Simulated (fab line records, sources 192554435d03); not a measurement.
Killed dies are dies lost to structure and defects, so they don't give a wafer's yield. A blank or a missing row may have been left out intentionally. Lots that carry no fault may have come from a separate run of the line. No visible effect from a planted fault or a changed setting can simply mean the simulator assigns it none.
Lot-split experiment :: flow n5Finfet :: 39 wafers read across 7 lots, on a route 1938 steps long

ON THE SPLIT
At N5_WELL_APT_EPI_41 (deposits Si from SiH4/H2, target thk 50 nm, time 297.7 s), the setting targetThkA was moved away from the recipe's 500 angstrom on 15 of the 39 wafers read, by -7.5% to +6.6%. For the rest of the wafers, this setting stayed at what the recipe calls for.

The split's own step is where the reading is taken.

THE READING
Si_of_WELL_APT_EPI_41.thkNm (the simulator's own value, which no gauge read), in nm, at N5_WELL_APT_EPI_41 (deposits Si from SiH4/H2, target thk 50 nm, time 297.7 s). There is no usual value for it anywhere in the file. Here, 24 wafers ran the recipe; their average is 50.11 nm with a standard deviation of 0.42 nm.

wafer: L075.1
tool, chamber at the split: epiRpcvd-01, 0
targetThkA as run, angstrom: 500
against the recipe: recipe
Si_of_WELL_APT_EPI_41.thkNm, nm: 50.04
against lot-mates on the recipe: -

wafer: L075.2
tool, chamber at the split: epiRpcvd-01, 0
targetThkA as run, angstrom: 530
against the recipe: +6.0%
Si_of_WELL_APT_EPI_41.thkNm, nm: 53.49
against lot-mates on the recipe: +3.54

wafer: L075.3
tool, chamber at the split: epiRpcvd-01, 0
targetThkA as run, angstrom: 500
against the recipe: recipe
Si_of_WELL_APT_EPI_41.thkNm, nm: 49.85
against lot-mates on the recipe: -

wafer: L075.4
tool, chamber at the split: epiRpcvd-01, 0
targetThkA as run, angstrom: 530
against the recipe: +6.0%
Si_of_WELL_APT_EPI_41.thkNm, nm: 52.92
against lot-mates on the recipe: +2.97

wafer: L075.5
tool, chamber at the split: epiRpcvd-01, 0
targetThkA as run, angstrom: 530
against the recipe: +6.0%
Si_of_WELL_APT_EPI_41.thkNm, nm: 53.24
against lot-mates on the recipe: +3.29

wafer: L075.6
tool, chamber at the split: epiRpcvd-01, 0
targetThkA as run, angstrom: 500
against the recipe: recipe
Si_of_WELL_APT_EPI_41.thkNm, nm: 49.97
against lot-mates on the recipe: -

wafer: L076.1
tool, chamber at the split: epiRpcvd-01, 0
targetThkA as run, angstrom: 532.8
against the recipe: +6.6%
Si_of_WELL_APT_EPI_41.thkNm, nm: 54.65
against lot-mates on the recipe: +3.90

wafer: L076.2
tool, chamber at the split: epiRpcvd-01, 0
targetThkA as run, angstrom: 532.8
against the recipe: +6.6%
Si_of_WELL_APT_EPI_41.thkNm, nm: 54.09
against lot-mates on the recipe: +3.34

wafer: L076.3
tool, chamber at the split: epiRpcvd-01, 0
targetThkA as run, angstrom: 500
against the recipe: recipe
Si_of_WELL_APT_EPI_41.thkNm, nm: 50.53
against lot-mates on the recipe: -

wafer: L076.4
tool, chamber at the split: epiRpcvd-01, 0
targetThkA as run, angstrom: 532.8
against the recipe: +6.6%
Si_of_WELL_APT_EPI_41.thkNm, nm: 54.48
against lot-mates on the recipe: +3.73

wafer: L076.5
tool, chamber at the split: epiRpcvd-01, 0
targetThkA as run, angstrom: 500
against the recipe: recipe
Si_of_WELL_APT_EPI_41.thkNm, nm: 50.84
against lot-mates on the recipe: -

wafer: L076.6
tool, chamber at the split: epiRpcvd-01, 0
targetThkA as run, angstrom: 500
against the recipe: recipe
Si_of_WELL_APT_EPI_41.thkNm, nm: 50.87
against lot-mates on the recipe: -

wafer: L080.1
tool, chamber at the split: epiRpcvd-04, 0
targetThkA as run, angstrom: 500
against the recipe: recipe
Si_of_WELL_APT_EPI_41.thkNm, nm: 50.19
against lot-mates on the recipe: -

wafer: L080.2
tool, chamber at the split: epiRpcvd-04, 0
targetThkA as run, angstrom: 500
against the recipe: recipe
Si_of_WELL_APT_EPI_41.thkNm, nm: 49.83
against lot-mates on the recipe: -

wafer: L080.3
tool, chamber at the split: epiRpcvd-04, 0
targetThkA as run, angstrom: 462.7
against the recipe: -7.5%
Si_of_WELL_APT_EPI_41.thkNm, nm: 46.56
against lot-mates on the recipe: -3.52

wafer: L080.4
tool, chamber at the split: epiRpcvd-04, 0
targetThkA as run, angstrom: 500
against the recipe: recipe
Si_of_WELL_APT_EPI_41.thkNm, nm: 50.23
against lot-mates on the recipe: -

wafer: L080.5
tool, chamber at the split: epiRpcvd-04, 0
targetThkA as run, angstrom: 462.7
against the recipe: -7.5%
Si_of_WELL_APT_EPI_41.thkNm, nm: 46.88
against lot-mates on the recipe: -3.20

wafer: L080.6
tool, chamber at the split: epiRpcvd-04, 0
targetThkA as run, angstrom: 462.7
against the recipe: -7.5%
Si_of_WELL_APT_EPI_41.thkNm, nm: 46.74
against lot-mates on the recipe: -3.34

wafer: L081.1
tool, chamber at the split: epiRpcvd-01, 0
targetThkA as run, angstrom: 500
against the recipe: recipe
Si_of_WELL_APT_EPI_41.thkNm, nm: 50.59
against lot-mates on the recipe: -

wafer: L081.2
tool, chamber at the split: epiRpcvd-01, 0
targetThkA as run, angstrom: 500
against the recipe: recipe
Si_of_WELL_APT_EPI_41.thkNm, nm: 50.19
against lot-mates on the recipe: -

wafer: L081.3
tool, chamber at the split: epiRpcvd-01, 0
targetThkA as run, angstrom: 500
against the recipe: recipe
Si_of_WELL_APT_EPI_41.thkNm, nm: 50.47
against lot-mates on the recipe: -

wafer: L081.4
tool, chamber at the split: epiRpcvd-01, 0
targetThkA as run, angstrom: 475.9
against the recipe: -4.8%
Si_of_WELL_APT_EPI_41.thkNm, nm: 47.6
against lot-mates on the recipe: -2.82

wafer: L081.5
tool, chamber at the split: epiRpcvd-01, 0
targetThkA as run, angstrom: 475.9
against the recipe: -4.8%
Si_of_WELL_APT_EPI_41.thkNm, nm: 47.7
against lot-mates on the recipe: -2.72

wafer: L081.6
tool, chamber at the split: epiRpcvd-01, 0
targetThkA as run, angstrom: 475.9
against the recipe: -4.8%
Si_of_WELL_APT_EPI_41.thkNm, nm: 47.74
against lot-mates on the recipe: -2.68

wafer: L091.1
tool, chamber at the split: epiRpcvd-01, 0
targetThkA as run, angstrom: 500
against the recipe: recipe
Si_of_WELL_APT_EPI_41.thkNm, nm: 49.95
against lot-mates on the recipe: -

wafer: L091.2
tool, chamber at the split: epiRpcvd-01, 0
targetThkA as run, angstrom: 521.5
against the recipe: +4.3%
Si_of_WELL_APT_EPI_41.thkNm, nm: 52.34
against lot-mates on the recipe: +2.58

wafer: L091.3
tool, chamber at the split: epiRpcvd-01, 0
targetThkA as run, angstrom: 500
against the recipe: recipe
Si_of_WELL_APT_EPI_41.thkNm, nm: 49.82
against lot-mates on the recipe: -

wafer: L091.4
tool, chamber at the split: epiRpcvd-01, 0
targetThkA as run, angstrom: 521.5
against the recipe: +4.3%
Si_of_WELL_APT_EPI_41.thkNm, nm: 51.72
against lot-mates on the recipe: +1.96

wafer: L091.5
tool, chamber at the split: epiRpcvd-01, 0
targetThkA as run, angstrom: 500
against the recipe: recipe
Si_of_WELL_APT_EPI_41.thkNm, nm: 49.5
against lot-mates on the recipe: -

wafer: L091.6
tool, chamber at the split: epiRpcvd-01, 0
targetThkA as run, angstrom: 521.5
against the recipe: +4.3%
Si_of_WELL_APT_EPI_41.thkNm, nm: 51.83
against lot-mates on the recipe: +2.07

wafer: L094.1
tool, chamber at the split: epiRpcvd-04, 0
targetThkA as run, angstrom: 500
against the recipe: recipe
Si_of_WELL_APT_EPI_41.thkNm, nm: 50.16
against lot-mates on the recipe: -

wafer: L094.2
tool, chamber at the split: epiRpcvd-04, 0
targetThkA as run, angstrom: 500
against the recipe: recipe
Si_of_WELL_APT_EPI_41.thkNm, nm: 50
against lot-mates on the recipe: -

wafer: L094.3
tool, chamber at the split: epiRpcvd-04, 0
targetThkA as run, angstrom: 500
against the recipe: recipe
Si_of_WELL_APT_EPI_41.thkNm, nm: 49.55
against lot-mates on the recipe: -

wafer: L094.4
tool, chamber at the split: epiRpcvd-04, 0
targetThkA as run, angstrom: 500
against the recipe: recipe
Si_of_WELL_APT_EPI_41.thkNm, nm: 50.04
against lot-mates on the recipe: -

wafer: L094.5
tool, chamber at the split: epiRpcvd-04, 0
targetThkA as run, angstrom: 500
against the recipe: recipe
Si_of_WELL_APT_EPI_41.thkNm, nm: 49.97
against lot-mates on the recipe: -

wafer: L094.6
tool, chamber at the split: epiRpcvd-04, 0
targetThkA as run, angstrom: 500
against the recipe: recipe
Si_of_WELL_APT_EPI_41.thkNm, nm: 50.64
against lot-mates on the recipe: -

wafer: L097.1
tool, chamber at the split: epiRpcvd-01, 0
targetThkA as run, angstrom: 500
against the recipe: recipe
Si_of_WELL_APT_EPI_41.thkNm, nm: 49.06
against lot-mates on the recipe: -

wafer: L097.4
tool, chamber at the split: epiRpcvd-01, 0
targetThkA as run, angstrom: 500
against the recipe: recipe
Si_of_WELL_APT_EPI_41.thkNm, nm: 50.01
against lot-mates on the recipe: -

wafer: L097.6
tool, chamber at the split: epiRpcvd-01, 0
targetThkA as run, angstrom: 500
against the recipe: recipe
Si_of_WELL_APT_EPI_41.thkNm, nm: 50.37
against lot-mates on the recipe: -

FIT RESULTS
A straight line over all 39 wafers: Si_of_WELL_APT_EPI_41.thkNm changes by +0.518 nm for each +1% of targetThkA; r = +0.97; the points scatter about the line by 0.47 nm.
The same after taking each lot's own level away (the mean of its wafers on the recipe; 39 wafers): +0.516 nm for each +1%; r = +0.99; scatter 0.31 nm.
Per that fit: largest targetThkA move, reading shift of 3.9 nm.
Across the lots, their own levels run from 49.757 to 50.747 nm, a range of 2.4 times the standard deviation given above.
So the lot-to-lot level changes the slope little: the two slopes agree.
Check: for one of the wafers moved furthest among these (-7.5%), held out of the fit, the line's prediction against its lot-mates is -3.85 nm. It came out at -3.52 nm against them.

THE FILE'S OWN FIT
Si_of_WELL_APT_EPI_41.thkNm changes by +0.517 nm for each +1% of targetThkA, r = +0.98.
